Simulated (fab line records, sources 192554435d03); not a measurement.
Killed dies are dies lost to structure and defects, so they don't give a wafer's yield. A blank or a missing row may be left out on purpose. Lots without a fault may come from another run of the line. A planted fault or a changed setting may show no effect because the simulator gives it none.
Split-lot experiment | flow n5_finfet | 7 lots, 39 wafers read, on a route of 1938 steps

THE SPLIT
At N5_BEOL_M10_VIA_ETCH_34 (etches SiCOH lowk in C4F6/O2, target depth 184.5 nm, time 69.2 s), the setting time_s was moved away from the recipe's 69.2 s on 18 of the 39 wafers read, by -59.2% to +55.5%. The other wafers ran this setting at the recipe's value.

The reading is taken at the split's own step.

THE READING
SOC_of_BEOL_M10_COAT_63.thk_nm (the simulator's own value, which no gauge read), in nm, at N5_BEOL_M10_VIA_ETCH_34 (etches SiCOH lowk in C4F6/O2, target depth 184.5 nm, time 69.2 s). The file gives no usual value for it. The 21 wafers here that ran the recipe average 92.0 nm, standard deviation 0.49 nm.

wafer  | tool, chamber at the split | time_s as run, s | against the recipe | SOC_of_BEOL_M10_COAT_63.thk_nm, nm | against lot-mates on the recipe
L076.1 | rie_diel-06, 1             | 94.92            | +37.2%             | 89.2                               | -2.7
L076.2 | rie_diel-06, 2             | 69.2             | recipe             | 91.8                               | -
L076.3 | rie_diel-06, 0             | 94.92            | +37.2%             | 89.4                               | -2.5
L076.4 | rie_diel-06, 3             | 69.2             | recipe             | 92                                 | -
L076.5 | rie_diel-06, 0             | 69.2             | recipe             | 92                                 | -
L076.6 | rie_diel-06, 3             | 94.92            | +37.2%             | 89.2                               | -2.7
L084.1 | rie_diel-06, 3             | 69.2             | recipe             | 91.2                               | -
L084.3 | rie_diel-06, 1             | 69.2             | recipe             | 91.6                               | -
L084.6 | rie_diel-06, 3             | 69.2             | recipe             | 91.2                               | -
L089.1 | rie_diel-05, 3             | 42.73            | -38.3%             | 94.6                               | +3.0
L089.2 | rie_diel-05, 0             | 42.73            | -38.3%             | 94.8                               | +3.2
L089.3 | rie_diel-05, 1             | 69.2             | recipe             | 91.2                               | -
L089.4 | rie_diel-05, 1             | 42.73            | -38.3%             | 94.4                               | +2.8
L089.5 | rie_diel-05, 3             | 69.2             | recipe             | 91.6                               | -
L089.6 | rie_diel-05, 0             | 69.2             | recipe             | 92                                 | -
L088.1 | rie_diel-04, 1             | 97.74            | +41.2%             | 88.8                               | -3.3
L088.2 | rie_diel-04, 2             | 97.74            | +41.2%             | 88                                 | -4.1
L088.3 | rie_diel-04, 3             | 97.74            | +41.2%             | 88.8                               | -3.3
L088.4 | rie_diel-04, 0             | 69.2             | recipe             | 92.2                               | -
L088.5 | rie_diel-04, 1             | 69.2             | recipe             | 92.2                               | -
L088.6 | rie_diel-04, 0             | 69.2             | recipe             | 92                                 | -
L090.1 | rie_diel-05, 3             | 107.6            | +55.5%             | 87.4                               | -5.1
L090.2 | rie_diel-05, 1             | 69.2             | recipe             | 92.4                               | -
L090.3 | rie_diel-05, 2             | 107.6            | +55.5%             | 88                                 | -4.5
L090.4 | rie_diel-05, 0             | 107.6            | +55.5%             | 88.2                               | -4.3
L090.5 | rie_diel-05, 0             | 69.2             | recipe             | 93                                 | -
L090.6 | rie_diel-05, 3             | 69.2             | recipe             | 92.2                               | -
L095.1 | rie_diel-05, 2             | 28.23            | -59.2%             | 97.2                               | +4.7
L095.2 | rie_diel-05, 0             | 69.2             | recipe             | 92.8                               | -
L095.3 | rie_diel-05, 1             | 28.23            | -59.2%             | 97.2                               | +4.7
L095.4 | rie_diel-05, 1             | 69.2             | recipe             | 92.2                               | -
L095.5 | rie_diel-05, 0             | 28.23            | -59.2%             | 97                                 | +4.5
L095.6 | rie_diel-05, 2             | 69.2             | recipe             | 92.4                               | -
L097.1 | rie_diel-05, 0             | 69.2             | recipe             | 92.8                               | -
L097.2 | rie_diel-05, 2             | 93.43            | +35.0%             | 90                                 | -2.3
L097.3 | rie_diel-05, 1             | 69.2             | recipe             | 92                                 | -
L097.4 | rie_diel-05, 0             | 93.43            | +35.0%             | 90                                 | -2.3
L097.5 | rie_diel-05, 2             | 93.43            | +35.0%             | 89.8                               | -2.5
L097.6 | rie_diel-05, 1             | 69.2             | recipe             | 92.2                               | -

THE FIT
A straight line over all 39 wafers: SOC_of_BEOL_M10_COAT_63.thk_nm changes by -0.0774 nm for each +1% of time_s; r = -0.98; the points scatter about the line by 0.48 nm.
The same after taking each lot's own level away (the mean of its wafers on the recipe; 39 wafers): -0.0794 nm for each +1%; r = -0.99; scatter 0.31 nm.
On that fit, the largest move of time_s shifts the reading by 4.7 nm.
The lots' own levels span 91.33 to 92.53 nm, that is 2.5 times the standard deviation above.
So the lot-to-lot level changes the slope little: the two slopes agree.
Check: with one of the wafers moved furthest among these (-59.2%) left out of the fit, the line predicts +4.7 nm for it against its lot-mates. It came out at +4.73 nm against them.

OTHER SPLITS ON THESE WAFERS
These wafers also went through other splits before the reading. Each is held against what the fit with the lots' levels taken away leaves over:
other split on the same wafers   | wafers away from the commonest value | r with SOC_of_BEOL_M10_COAT_63.thk_nm (lot level and that fit taken away)
N5_BEOL_M5_TRENCH_ETCH_37 time_s | 18                                   | -0.02

THE WHOLE CHAIN: every reading that the file lists as answering this split, in the file's order
step                    | what it does                                                     | reading                                                                         | change (the file's fit)                | r (the file's)
N5_BEOL_M10_VIA_ETCH_34 | etches SiCOH lowk in C4F6/O2, target depth 184.5 nm, time 69.2 s | etch.depth_nm (the simulator's own value, which no gauge read)                  | +1.84 nm for each +1% of the setting   | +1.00
N5_BEOL_M10_VIA_ETCH_34 | etches SiCOH lowk in C4F6/O2, target depth 184.5 nm, time 69.2 s | SOC_of_BEOL_M10_COAT_63.thk_nm (the simulator's own value, which no gauge read) | -0.0794 nm for each +1% of the setting | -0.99

THE FILE'S OWN FIT
SOC_of_BEOL_M10_COAT_63.thk_nm changes by -0.0794 nm for each +1% of time_s, r = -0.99.
